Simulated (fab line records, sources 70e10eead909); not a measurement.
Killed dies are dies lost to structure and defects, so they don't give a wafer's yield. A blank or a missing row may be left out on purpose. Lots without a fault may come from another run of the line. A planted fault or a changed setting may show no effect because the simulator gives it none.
fab line records | flow nand_harc
record lots=10 wafers=30 last_day=33
route steps=1302 shown A_ONON_D1@433 A_CHANNEL_HOLE_D1@459 END@1302
lots that met no fault: from a run of the same line without faults
start_h: hours from the record's first day to the start of the lot's first wafer shown | wait_h: hours since the lot's step before | " the same as in the row above | L1.1+2: a row that stands for several wafers | - no value, or no start given | * or withheld: withheld | < > ~ a bound
route shown NAME@n: a module of which the file shows steps, and the number in the route of the first | usual: mean/standard deviation of fault-free wafers | same: alike in all rows | chamber/n: place in a boat | sites: the reading at each site | _std_site: their standard deviation | _edge_site: outer sites' mean less inner sites' | radius_mm: how far each site lies from the wafer's centre | mask NAME#n: copy n | behind: the tool/chamber that last shaped the wafer | hold: why the lot was held/for how many hours/how that ended | device: the transistor (n, p or np) that didn't switch | end of line: the same wafers' tests at the end of the route | a step without rows: its recipe alone | killed: dies lost to structure and defects at the first sort, not the wafer's yield | map: a wafer's dies, x killed, . not, _ none there
set.NAME: the setting as run; set.NAME@STEP: as run at that earlier step | model.NAME: the simulator's own value behind a step, which no gauge read
steps of the route over a sample of lots; a table a step, a row a wafer
services: from which hour (start_h, from the record's first day; less than 0 if before it) a tool's chamber was out of use, for how many hours, and why
## steps
# step NHARC_A_ONON_D1_THK_MEAS_14
# recipe thk_meas_gauge=ellipsometry
# usual thk_nm=1003/11
# columns lot.wafer tool chamber start_h wait_h thk_nm
L361.1 film_metro-02 - 171.52 - 1009
L361.5 " - " " 1007
L361.6 " - " " 1007
L362.4 film_metro-01 - 171.52 - 994
L362.5 " - " " 994
L362.6 " - " " 991
L363.1 film_metro-01 - 190.02 - 1033
L363.3 " - " " 1034
L363.4 " - " " 1034
L367.1 film_metro-01 - 217.35 - 996
L367.5 " - " " 995
L367.6 " - " " 994
L366.3 film_metro-02 - 217.35 - 1012
L366.4 " - " " 1011
L366.6 " - " " 1011
L374.3 film_metro-02 - 290.74 - 1006
L374.4 " - " " 1007
L374.5 " - " " 1006
L376.1 film_metro-02 - 309.39 - 996
L376.2 " - " " 996
L376.4 " - " " 997
L380.4 film_metro-01 - 346.16 - 988
L380.5 " - " " 991
L380.6 " - " " 988
L383.1 film_metro-02 - 390.76 - 1015
L383.3 " - " " 1015
L383.5 " - " " 1016
L384.3 film_metro-01 - 396.35 - 1000
L384.4 " - " " 1000
L384.5 " - " " 1000
# step NHARC_A_ONON_D1_THK_MEAS_27
# recipe thk_meas_gauge=ellipsometry
# usual thk_nm=997/8.4
# columns lot.wafer tool chamber start_h wait_h thk_nm
L362.4 film_metro-02 - 180.98 - 1002
L362.5 " - " " 1002
L362.6 " - " " 1002
L361.1 film_metro-01 - 180.99 - 996
L361.5 " - " " 999
L361.6 " - " " 998
L363.1 film_metro-01 - 199.33 - 1007
L363.3 " - " " 1010
L363.4 " - " " 1009
L366.3 film_metro-01 - 228.69 - 1016
L366.4 " - " " 1013
L366.6 " - " " 1016
L367.1 film_metro-02 - 228.71 - 982
L367.5 " - " " 982
L367.6 " - " " 982
L374.3 film_metro-01 - 300.30 - 1003
L374.4 " - " " 1001
L374.5 " - " " 1002
L376.1 film_metro-02 - 318.87 - 1007
L376.2 " - " " 1004
L376.4 " - " " 1002
L380.4 film_metro-02 - 355.67 - 989
L380.5 " - " " 992
L380.6 " - " " 991
L383.1 film_metro-02 - 400.26 - 996
L383.3 " - " " 995
L383.5 " - " " 994
L384.3 film_metro-02 - 408.19 - 1005
L384.4 " - " " 1006
L384.5 " - " " 1005
# step NHARC_A_CHANNEL_HOLE_D1_EXPOSE_07
# recipe na=1.35 target_cd_nm=100 sigma_outer=0.3 dose_mj=59.65 mask_id=HOLE_D1
# usual exposure_dose_mJ_cm2=59.64/0.059
# columns lot.wafer tool chamber start_h wait_h mask exposure_dose_mJ_cm2
L362.4 arfi_scanner-03 0 186.58 - HOLE_D1#0 59.60
L362.5 " 0 " " HOLE_D1#0 59.72
L362.6 " 0 " " HOLE_D1#0 59.74
L361.1 arfi_scanner-01 0 186.76 - HOLE_D1#0 59.60
L361.5 " 0 " " HOLE_D1#0 59.60
L361.6 " 0 " " HOLE_D1#0 59.63
L363.1 arfi_scanner-03 0 206.08 - HOLE_D1#0 59.63
L363.3 " 0 " " HOLE_D1#0 59.64
L363.4 " 0 " " HOLE_D1#0 59.60
L366.3 arfi_scanner-01 0 232.28 - HOLE_D1#0 59.68
L366.4 " 0 " " HOLE_D1#0 59.63
L366.6 " 0 " " HOLE_D1#0 59.70
L367.1 arfi_scanner-02 0 232.43 - HOLE_D1#0 59.58
L367.5 " 0 " " HOLE_D1#0 59.61
L367.6 " 0 " " HOLE_D1#0 59.68
L374.3 arfi_scanner-02 0 304.05 - HOLE_D1#0 49.94
L374.4 " 0 " " HOLE_D1#0 49.91
L374.5 " 0 " " HOLE_D1#0 49.81
L376.1 arfi_scanner-02 0 325.81 - HOLE_D1#0 51.92
L376.2 " 0 " " HOLE_D1#0 51.90
L376.4 " 0 " " HOLE_D1#0 51.84
L380.4 arfi_scanner-03 0 361.94 - HOLE_D1#0 59.73
L380.5 " 0 " " HOLE_D1#0 59.66
L380.6 " 0 " " HOLE_D1#0 59.72
L383.1 arfi_scanner-01 0 405.07 - HOLE_D1#0 59.63
L383.3 " 0 " " HOLE_D1#0 59.62
L383.5 " 0 " " HOLE_D1#0 59.59
L384.3 arfi_scanner-03 0 414.73 - HOLE_D1#0 59.64
L384.4 " 0 " " HOLE_D1#0 59.60
L384.5 " 0 " " HOLE_D1#0 59.64
# step NHARC_A_CHANNEL_HOLE_D1_CD_MEAS_10
# recipe target_cd_nm=100 landing_energy_ev=500
# usual cd_nm=99.7/0.56
# columns lot.wafer tool chamber start_h wait_h cd_nm
L362.4 cd_sem-01 0 186.71 - 100.1
L362.5 " 0 " " 98.8
L362.6 " 0 " " 99.5
L361.1 cd_sem-01 0 186.90 - 99.7
L361.5 " 0 " " 99.8
L361.6 " 0 " " 100.3
L363.1 cd_sem-03 0 206.22 - 99.3
L363.3 " 0 " " 99.9
L363.4 " 0 " " 99.6
L366.3 cd_sem-03 0 232.42 - 99.7
L366.4 " 0 " " 100.0
L366.6 " 0 " " 99.1
L367.1 cd_sem-03 0 232.57 - 100.1
L367.5 " 0 " " 100.0
L367.6 " 0 " " 99.7
L374.3 cd_sem-02 0 304.19 - 91.2
L374.4 " 0 " " 92.1
L374.5 " 0 " " 91.6
L376.1 cd_sem-03 0 325.95 - 94.0
L376.2 " 0 " " 92.8
L376.4 " 0 " " 93.1
L380.4 cd_sem-03 0 362.07 - 98.5
L380.5 " 0 " " 99.9
L380.6 " 0 " " 100.1
L383.1 cd_sem-03 0 405.22 - 100.4
L383.3 " 0 " " 99.3
L383.5 " 0 " " 100.1
L384.3 cd_sem-03 0 414.87 - 100.7
L384.4 " 0 " " 99.5
L384.5 " 0 " " 99.3
# step NHARC_A_CHANNEL_HOLE_D1_CD_MEAS_18
# usual cd_nm=99.4/2.5
# columns lot.wafer tool chamber start_h wait_h cd_nm
L362.4 cd_sem-02 - 188.00 - 103.7
L362.5 " - " " 103.3
L362.6 " - " " 97.4
L361.1 cd_sem-03 - 188.20 - 101.0
L361.5 " - " " 98.5
L361.6 " - " " 97.6
L363.1 cd_sem-02 - 207.51 - 102.5
L363.3 " - " " 102.6
L363.4 " - " " 98.4
L366.3 cd_sem-02 - 233.88 - 101.2
L366.4 " - " " 105.4
L366.6 " - " " 103.1
L367.1 cd_sem-03 - 234.31 - 98.5
L367.5 " - " " 98.3
L367.6 " - " " 99.6
L374.3 cd_sem-01 - 305.48 - 90.8
L374.4 " - " " 88.9
L374.5 " - " " 88.5
L376.1 cd_sem-01 - 328.75 - 94.1
L376.2 " - " " 89.9
L376.4 " - " " 91.9
L380.4 cd_sem-03 - 363.37 - 97.7
L380.5 " - " " 99.0
L380.6 " - " " 97.6
L383.1 cd_sem-01 - 406.51 - 99.3
L383.3 " - " " 95.6
L383.5 " - " " 95.1
L384.3 cd_sem-02 - 416.16 - 100.9
L384.4 " - " " 95.9
L384.5 " - " " 96.7
# step NHARC_A_CHANNEL_HOLE_D1_ETCH_19
# recipe bias_v=1200 source_w=2500 pressure_mtorr=15 time_s=34.5 ar_flow_sccm=375 c4f8_flow_sccm=28.8 o2_flow_sccm=96.2 temp_c=-20 target_depth_a=* chemistry=C4F8/O2/Ar
# usual chamber_pressure_mTorr=15.00/0.037 drypump_motor_current_A=6.2/0.35 showerhead_plenum_p_Torr=3.71/0.11 throttle_valve_pct=37.038/0.01
# columns lot.wafer tool chamber start_h wait_h chamber_pressure_mTorr drypump_motor_current_A rf_hours_counter_h showerhead_plenum_p_Torr throttle_valve_pct
L362.4 har_etch-01 1 188.10 0.1 14.98 6.1 - 3.78 37.039
L362.5 " 1 " " 14.99 6.0 - 3.78 37.035
L362.6 " 0 " " 15.00 6.2 - 3.78 37.044
L361.1 har_etch-02 1 188.28 0.1 15.01 6.8 302 3.81 37.055
L361.6 " 1 " " 15.00 6.8 - 3.81 37.044
L361.5 " 0 " " 14.99 5.8 - 3.55 37.038
L363.1 har_etch-01 1 207.60 0.1 15.00 6.0 103 3.77 37.036
L363.3 " 0 " " 15.00 6.2 - 3.77 37.036
L363.4 " 1 " " 15.01 6.0 - 3.77 37.050
L366.3 har_etch-02 0 234.03 0.1 14.99 5.8 - 3.54 37.043
L366.4 " 0 " " 14.99 5.8 - 3.53 37.042
L366.6 " 0 " " 15.01 5.9 - 3.54 37.044
L367.1 har_etch-01 1 235.78 1.5 15.01 6.0 115 3.76 37.030
L367.6 " 0 " " 14.99 6.2 - 3.76 37.027
L367.5 " 1 " " 14.98 6.1 - 3.76 37.031
L374.3 har_etch-01 0 305.60 0.1 15.00 6.2 - 3.74 37.040
L374.4 " 1 " " 15.01 6.0 - 3.74 37.047
L374.5 " 1 " " 15.02 6.0 - 3.74 37.030
L376.1 har_etch-02 1 329.56 0.8 15.00 6.8 375 3.77 37.033
L376.2 " 0 " " 15.02 5.8 391 3.50 37.039
L376.4 " 0 " " 14.98 5.8 - 3.50 37.030
L380.4 har_etch-02 0 363.47 0.1 14.99 5.9 - 3.49 37.032
L380.6 " 0 " " 14.58 5.8 - 3.49 37.039
L380.5 " 1 " " 14.99 6.8 - 3.76 37.033
L383.1 har_etch-01 0 406.61 0.1 14.97 6.2 222 3.70 37.029
L383.3 " 0 " " 14.98 6.2 - 3.70 37.043
L383.5 " 1 " " 15.01 6.0 - 3.70 37.054
L384.3 har_etch-02 0 418.77 2.6 15.00 5.8 - 3.97 37.022
L384.4 " 1 " " 15.00 6.8 - 3.74 37.032
L384.5 " 1 " " 15.01 6.8 - 3.74 37.030
# step NHARC_A_CHANNEL_HOLE_D1_CD_MEAS_30
# usual cd_nm=89.4/1.2
# columns lot.wafer tool chamber start_h wait_h cd_nm
L362.4 cd_sem-02 - 193.60 - 92.3
L362.5 " - " " 90.0
L362.6 " - " " 88.8
L361.1 cd_sem-01 - 193.81 - 90.6
L361.5 " - " " 88.5
L361.6 " - " " 90.0
L363.1 cd_sem-02 - 213.31 - 88.9
L363.3 " - " " 90.3
L363.4 " - " " 88.1
L367.1 cd_sem-03 - 241.30 - 90.5
L367.5 " - " " 93.1
L367.6 " - " " 91.8
L366.3 cd_sem-02 - 243.63 - 89.6
L366.4 " - " " 90.5
L366.6 " - " " 88.6
L374.3 cd_sem-01 - 311.06 - 79.7
L374.4 " - " " 80.9
L374.5 " - " " 80.8
L376.1 cd_sem-03 - 335.23 - 82.3
L376.2 " - " " 83.7
L376.4 " - " " 82.6
L380.4 cd_sem-02 - 368.98 - 87.7
L380.5 " - " " 88.2
L380.6 " - " " 89.8
L383.1 cd_sem-01 - 412.11 - 89.7
L383.3 " - " " 89.5
L383.5 " - " " 90.8
L384.3 cd_sem-02 - 424.39 - 91.6
L384.4 " - " " 91.5
L384.5 " - " " 88.0
# step NHARC_A_CHANNEL_HOLE_D1_XSEM_31
# recipe landing_energy_ev=35000
# usual bot_cd_nm=73.9/1.3 bow_nm=8.73/0.25 tilt_deg=0.08/0.038
# columns lot.wafer tool chamber start_h wait_h bot_cd_nm bow_nm tilt_deg
L362.4 xsem-01 0 193.69 0.1 76.4 8.88 0.16
L362.5 " 0 " " 73.5 8.91 0.16
L362.6 " 0 " " 73.1 8.94 0.16
L361.1 xsem-02 0 193.90 0.1 75.4 9.20 0.09
L361.5 " 0 " " 73.8 9.23 0.09
L361.6 " 0 " " 74.9 9.19 0.09
L363.1 xsem-02 0 213.40 0.1 74.2 9.01 0.08
L363.3 " 0 " " 75.4 9.07 0.08
L363.4 " 0 " " 73.4 9.10 0.08
L367.1 xsem-01 0 241.38 0.1 75.5 8.63 0.04
L367.5 " 0 " " 77.2 8.59 0.05
L367.6 " 0 " " 75.9 8.64 0.04
L366.3 xsem-02 0 243.73 0.1 74.2 8.69 0.09
L366.4 " 0 " " 74.2 8.75 0.09
L366.6 " 0 " " 73.1 8.79 0.09
L374.3 xsem-02 0 311.15 0.1 64.1 8.65 0.10
L374.4 " 0 " " 64.6 8.67 0.10
L374.5 " 0 " " 65.0 8.67 0.10
L376.1 xsem-02 0 335.33 0.1 66.9 8.78 0.10
L376.2 " 0 " " 68.1 8.75 0.09
L376.4 " 0 " " 66.6 8.71 0.09
L380.4 xsem-01 0 369.07 0.1 72.8 8.66 0.11
L380.5 " 0 " " 73.1 8.71 0.11
L380.6 " 0 " " 75.3 8.77 0.11
L383.1 xsem-02 0 412.20 0.1 74.4 9.06 0.02
L383.3 " 0 " " 76.1 8.88 0.02
L383.5 " 0 " " 75.0 9.01 0.02
L384.3 xsem-01 0 424.48 0.1 76.7 8.64 0.05
L384.4 " 0 " " 76.6 8.78 0.05
L384.5 " 0 " " 72.4 8.71 0.05
# step NHARC_END_SORT_01
# recipe temp_c=25
# usual killed_at_array=58/20 killed_at_other=1.0/1.2 killed_at_periphery=4.1/3 killed_dies=63/20 killed_open=3.2/1.7 killed_short=2.5/1.5
# same gross_dies=677
# columns lot.wafer tool chamber start_h wait_h killed_at_array killed_at_other killed_at_periphery killed_dies killed_open killed_short
L374.3 prober-02 0 689.15 3.1 29 2 13 44 1 2
L374.4 prober-02 0 689.96 3.4 22 1 9 32 2 0
L374.5 prober-02 0 690.77 3.7 33 1 13 47 4 2
# killed by level:class
L374.3 A_CHANNEL_HOLE_D1:chamber_film_flake=10 P_GATE:chamber_film_flake=8 A_STAIRCASE:chamber_film_flake=8 A_SLIT:chamber_film_flake=4 P_BONDPAD:chamber_film_flake=3 P_CONTACT:chamber_film_flake=2 THIN_TSV:chamber_film_flake=2 A_CHANNEL_HOLE_D1:area_expose=2
L374.4 A_STAIRCASE:chamber_film_flake=8 A_CHANNEL_HOLE_D1:chamber_film_flake=6 P_CONTACT:chamber_film_flake=5 P_GATE:chamber_film_flake=2 A_CHANNEL_HOLE_D1:area_expose=2 P_GATE:geometric_particle:open=1 A_WL_FILL:geometric_particle:open=1 P_BONDPAD:chamber_film_flake=1
L374.5 A_STAIRCASE:chamber_film_flake=9 A_CHANNEL_HOLE_D1:chamber_film_flake=8 P_GATE:chamber_film_flake=6 P_CONTACT:chamber_film_flake=4 A_SLIT:chamber_film_flake=4 P_BONDPAD:chamber_film_flake=2 A_CHANNEL_FILL_D1:chamber_film_flake=2 A_CHANNEL_HOLE_D1:area_expose=2
## services
# columns tool chamber start_h hours kind
arfi_scanner-03 - 167.47 2.5 repair
arfi_scanner-01 - 168.65 2.8 repair
arfi_scanner-03 - 196.00 4.0 pm
arfi_scanner-02 - 209.37 0.8 repair
har_etch-02 1 221.22 - consumable_replace:focus_ring
har_etch-02 1 221.22 17.0 scheduled_down
har_etch-02 1 221.22 17.0 vent_cycle
arfi_scanner-02 - 245.59 1.2 repair
arfi_scanner-01 - 252.02 4.0 pm
arfi_scanner-02 - 312.00 4.0 pm
arfi_scanner-02 - 334.69 20.9 repair
arfi_scanner-03 - 368.00 4.0 pm
xsem-01 - 374.00 14.0 pm
har_etch-02 - 377.00 17.0 pm
har_etch-02 0 377.00 17.0 vent_cycle
har_etch-02 1 377.00 17.0 vent_cycle
arfi_scanner-03 - 386.30 0.7 repair
har_etch-02 0 394.00 - clean
har_etch-02 0 394.00 - consumable_replace:esc
har_etch-02 0 394.00 - consumable_replace:focus_ring
har_etch-02 0 394.00 - consumable_replace:showerhead
har_etch-02 1 394.00 - clean
arfi_scanner-03 - 398.02 1.1 repair
arfi_scanner-01 - 424.02 4.0 pm
## key
first_sign step=NHARC_A_CHANNEL_HOLE_D1_EXPOSE_07 reading=exposure_dose_mJ_cm2 direction=down sigmas=99+ usual=59.64 struck=50.89
effect step=NHARC_A_CHANNEL_HOLE_D1_CD_MEAS_10 reading=cd_nm direction=down sigmas=13 usual=99.7 struck=92.5 through=control_loop
effect step=NHARC_A_CHANNEL_HOLE_D1_CD_MEAS_18 reading=cd_nm direction=down sigmas=3.5 usual=99.4 struck=90.7 through=control_loop
effect step=NHARC_A_CHANNEL_HOLE_D1_CD_MEAS_30 reading=cd_nm direction=down sigmas=6.5 usual=89.4 struck=81.7 through=control_loop
effect step=NHARC_A_CHANNEL_HOLE_D1_XSEM_31 reading=bot_cd_nm direction=down sigmas=6.4 usual=73.9 struck=65.9 through=control_loop
met_at NHARC_A_CHANNEL_HOLE_D1_EXPOSE_07
struck_lots L374,L376
tester_left_out L374,L376
loop_trim step=NHARC_A_CHANNEL_HOLE_D1_EXPOSE_07 setting=dose lots=L376
not_acting_at NHARC_A_ONON_D1_THK_MEAS_14,NHARC_A_ONON_D1_THK_MEAS_27,NHARC_A_CHANNEL_HOLE_D1_ETCH_19
onset_between 232.43 304.05
fault kind=process_parameter_drift tool=arfi_scanner-02 chamber=- onset_h=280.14 steps=NHARC_A_CHANNEL_HOLE_D1_EXPOSE_07 channel=dose_mj offset=-9.7179 shape=step acts_in=these_recipes_only stated=59.65
# tester_left_out: of these lots the tester's yield and bins aren't shown, on N5 and GAA mostly nor the transistor test; their killed dies are dies lost to structure and defects alone, not to doping, threshold or leakage, so they don't give the yield
# loop_trim: a control loop set the setting to another value than it would have without faults
